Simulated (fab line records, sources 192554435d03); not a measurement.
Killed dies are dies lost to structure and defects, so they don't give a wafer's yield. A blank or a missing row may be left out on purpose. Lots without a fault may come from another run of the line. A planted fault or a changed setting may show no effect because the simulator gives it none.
One fault seen from 2 desks | flow n5_finfet | each desk has only its own numbers; what lay behind them comes last

THE METROLOGY DESK
What the gauges read, lot by lot, whatever tool the lot ran on: means of the sampled wafers that have a number. A lot is out of limits, marked OUT, if its mean lies more than 4 standard deviations from the usual mean; the brackets give that distance. Of its 11 readings 7 are shown: those that lie furthest out on some lot.
Columns: A = cd_nm at N5_FIN_SAQP_CD_MEAS_31, usual 8.08 nm; B = DIBL_P at N5_BEOL_M4_RC_MEAS_101, usual 36.0 mV/V; C = ION_N at N5_BEOL_M4_RC_MEAS_101, usual 675 uA/um; D = ION_P at N5_BEOL_M4_RC_MEAS_101, usual 464 uA/um; E = SS_P at N5_BEOL_M4_RC_MEAS_101, usual 73.3 mV/dec; F = VT_N at N5_BEOL_M4_RC_MEAS_101, usual 250 mV; G = VT_P at N5_BEOL_M4_RC_MEAS_101, usual -250 mV
lot  | first seen here | A    | B    | C   | D   | E    | F   | G
L838 | day 3 01:12     | 8.04 | 36.9 | 671 | 463 | 73.9 | 252 | -251
L846 | day 5 05:58     | 7.97 | 35.5 | 680 | 466 | 72.7 | 248 | -248
L847 | day 5 09:47     | 8.23 | 35.9 | 669 | 458 | 73.4 | 253 | -252
L853 | day 6 20:38     | 7.89 | 37.0 | 668 | 459 | 73.7 | 250 | -250
L854 | day 7 03:00     | 7.93 | 38.7 | 690 | 465 | 73.7 | 248 | -254
L857 | day 8 01:13     | 8.20 | 36.4 | 659 | 457 | 73.1 | 252 | -251
This desk's finding: nothing out of limits on any of the 6 lots.

THE TOOL OWNER'S DESK: rie_si-01
The tool's own readings at N5_FIN_SAQP_ETCH_64 (etches SiO2 in CF4, target depth 1.5 nm): means of the sampled wafers that have a number, for each lot that ran on this tool. A lot is out of limits, marked OUT, if its mean lies more than 4 standard deviations from the usual mean; the brackets give that distance.
Columns: A = drypump_motor_current_A at N5_FIN_SAQP_ETCH_64, usual 5.7 A; B = oes_product_au at N5_FIN_SAQP_ETCH_64, usual 1.014 a.u.; C = throttle_valve_pct at N5_FIN_SAQP_ETCH_64, usual 21.71 %
lot  | first seen here | A   | B                | C
L838 | day 3 01:31     | 5.8 | 1.027            | 21.70
L846 | day 5 06:17     | 5.9 | 1.102            | 21.72
L847 | day 5 10:06     | 5.2 | 1.105 (+4.2) OUT | 21.57
L857 | day 8 01:31     | 6.0 | 1.010            | 21.81
This desk's finding: out of limits on L847; first on L847, day 5 10:06 (oes_product_au at N5_FIN_SAQP_ETCH_64). In limits: L838, L846, L857.

PUT TOGETHER
The tool owner's desk could have raised an alarm at day 5 10:06, on L847.
The metrology desk saw nothing out of limits.
The metrology desk has L847 on record, within its limits.
Of the lots named, all ran N5_FIN_SAQP_ETCH_64 on rie_si-01.

WHAT THE SIMULATOR HAD PUT IN
Process parameter drift: rie_si-01, from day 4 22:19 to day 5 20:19, at N5_FIN_SAQP_ETCH_64. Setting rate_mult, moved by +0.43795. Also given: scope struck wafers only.
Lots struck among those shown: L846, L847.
Hours from the fault's start to each desk's first reading out of limits: the tool owner's desk, 12.
